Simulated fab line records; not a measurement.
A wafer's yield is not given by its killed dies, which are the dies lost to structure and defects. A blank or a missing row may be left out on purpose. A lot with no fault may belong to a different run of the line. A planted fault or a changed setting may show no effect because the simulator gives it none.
Lot-split experiment	flow n5Finfet	21 wafers read across 7 lots, on a route 1938 steps long

THE SPLIT
At N5_BEOL_M14_DEP_53 (deposits SiCN from 3MS/NH3, target thk 50 nm, time 17.8 s), the setting timeS was moved away from the recipe's 17.8 s on 8 of the 21 wafers read, by -11.6% to +5.2%. The other wafers ran this setting at the recipe's value.

Reading taken at the split's own step.

THE READING
SiCN_of_BEOL_M14_DEP_53.thkNm (the simulator's own value, which no gauge read), in nm, at N5_BEOL_M14_DEP_53 (deposits SiCN from 3MS/NH3, target thk 50 nm, time 17.8 s). The file gives no usual value for it. Across the 13 wafers here that went through the recipe, the average is 49.9 nm and the standard deviation 0.58 nm.

wafer	tool, chamber at the split	timeS as run, s	against the recipe	SiCN_of_BEOL_M14_DEP_53.thkNm, nm	against lot-mates on the recipe
L076.1	pecvd-01, 1	17.8	recipe	48.8	-
L076.2	pecvd-01, 2	15.74	-11.6%	43.2	-5.6
L076.5	pecvd-01, 1	15.74	-11.6%	44.4	-4.4
L075.1	pecvd-04, 1	17.8	recipe	49.2	-
L075.2	pecvd-04, 2	17.8	recipe	49.4	-
L075.4	pecvd-04, 0	17.8	recipe	50.4	-
L079.3	pecvd-04, 2	16.54	-7.1%	45.2	-4.4
L079.4	pecvd-04, 0	16.54	-7.1%	46.8	-2.8
L079.5	pecvd-04, 1	17.8	recipe	49.6	-
L080.2	pecvd-04, 2	17.8	recipe	49.6	-
L080.3	pecvd-04, 1	17.8	recipe	49.8	-
L080.5	pecvd-04, 1	18.73	+5.2%	52.8	+3.1
L089.2	pecvd-04, 2	16.61	-6.7%	46.6	-4.0
L089.3	pecvd-04, 0	17.8	recipe	50.6	-
L089.6	pecvd-04, 1	16.61	-6.7%	47.6	-3.0
L092.1	pecvd-01, 2	17.8	recipe	49.4	-
L092.3	pecvd-01, 0	17.8	recipe	50.6	-
L092.4	pecvd-01, 0	17.8	recipe	50.4	-
L097.2	pecvd-01, 0	17.8	recipe	50	-
L097.5	pecvd-01, 1	15.73	-11.6%	44.4	-5.9
L097.6	pecvd-01, 2	17.8	recipe	50.6	-

FIT RESULTS
A straight line over all 21 wafers: SiCN_of_BEOL_M14_DEP_53.thkNm changes by +0.507 nm for each +1% of timeS; r = +0.97; the points scatter about the line by 0.65 nm.
The same after taking each lot's own level away (the mean of its wafers on the recipe; 21 wafers): +0.484 nm for each +1%; r = +0.97; scatter 0.55 nm.
The reading moves by 5.6 nm for the largest change in timeS, on that fit.
Measured against the standard deviation above, the lots' own levels, which go from 48.80 to 50.60 nm, span 3.1 times it.
So the lot-to-lot level changes the slope little: the two slopes agree.
Check: -5.51 nm against its lot-mates is what the line predicts for one of the wafers moved furthest among these (-11.6%) when that wafer is left out of the fit. Against them it came out at -5.9 nm.

FURTHER SPLITS ON THESE WAFERS
Note: prior to the reading, these wafers also went through further splits. Each is held against what the fit with the lots' levels taken away leaves over:
other split on the same wafers	wafers away from the commonest value	r with SiCN_of_BEOL_M14_DEP_53.thkNm (lot level and that fit taken away)
N5_BEOL_M14_SPUTTER_45 powerW	8	-0.20

THE FILE'S OWN FIT
SiCN_of_BEOL_M14_DEP_53.thkNm changes by +0.49 nm for each +1% of timeS, r = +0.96.
